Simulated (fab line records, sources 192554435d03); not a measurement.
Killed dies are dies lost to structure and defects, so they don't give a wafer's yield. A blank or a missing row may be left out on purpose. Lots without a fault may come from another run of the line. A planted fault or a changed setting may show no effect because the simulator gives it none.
Chamber matching | flow n5_finfet | N5_HKMG_FIN_CVD_62 on thermal_cvd_si-01: 3 sister chambers
The step deposits a-Si from Si2H6, target thk 3 nm, time 20.8 s. 3 wafers are shown with their chamber, then 12 later ones without.

WAFERS WITH THEIR CHAMBER
wafer  | chamber | heater_power_w (W)
L089.1 | 0       | 1507
L089.2 | 2       | 1338
L089.3 | 1       | 1229

WAFERS WITHOUT THEIR CHAMBER
wafer  | heater_power_w (W)
L091.2 | 1308
L091.3 | 1269
L091.5 | 1534
L093.1 | 1230
L093.2 | 1271
L093.5 | 1347
L095.1 | 1327
L095.3 | 1529
L095.5 | 1246
L097.2 | 1493
L097.3 | 1244
L097.5 | 1318

WHICH CHAMBER EACH WENT THROUGH
wafer  | from the rows above     | in truth
L091.2 | 2                       | 2
L091.3 | can't be placed: 1 or 2 | 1
L091.5 | 0                       | 0
L093.1 | 1                       | 1
L093.2 | can't be placed: 1 or 2 | 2
L093.5 | 2                       | 2
L095.1 | 2                       | 2
L095.3 | 0                       | 0
L095.5 | 1                       | 1
L097.2 | 0                       | 0
L097.3 | 1                       | 1
L097.5 | 2                       | 2
Placed correctly: 10 of 12. Can't be placed from these rows: 2 (the true chamber is among the candidates in 2). Placed wrongly: 0.
How it was worked out, from the rows above alone: a wafer's distance from a chamber is the root of the sum, over the readings, of the square of ((its reading less the chamber's mean) divided by the reading's scatter). The wafer belongs to the nearest chamber; if the next one is less than 2 further off, it can't be placed. A chamber's mean is the mean of its shown wafers. The scatter: with one shown wafer a chamber, the root of the mean of the squares of how far each hidden wafer lies from its nearest shown one.
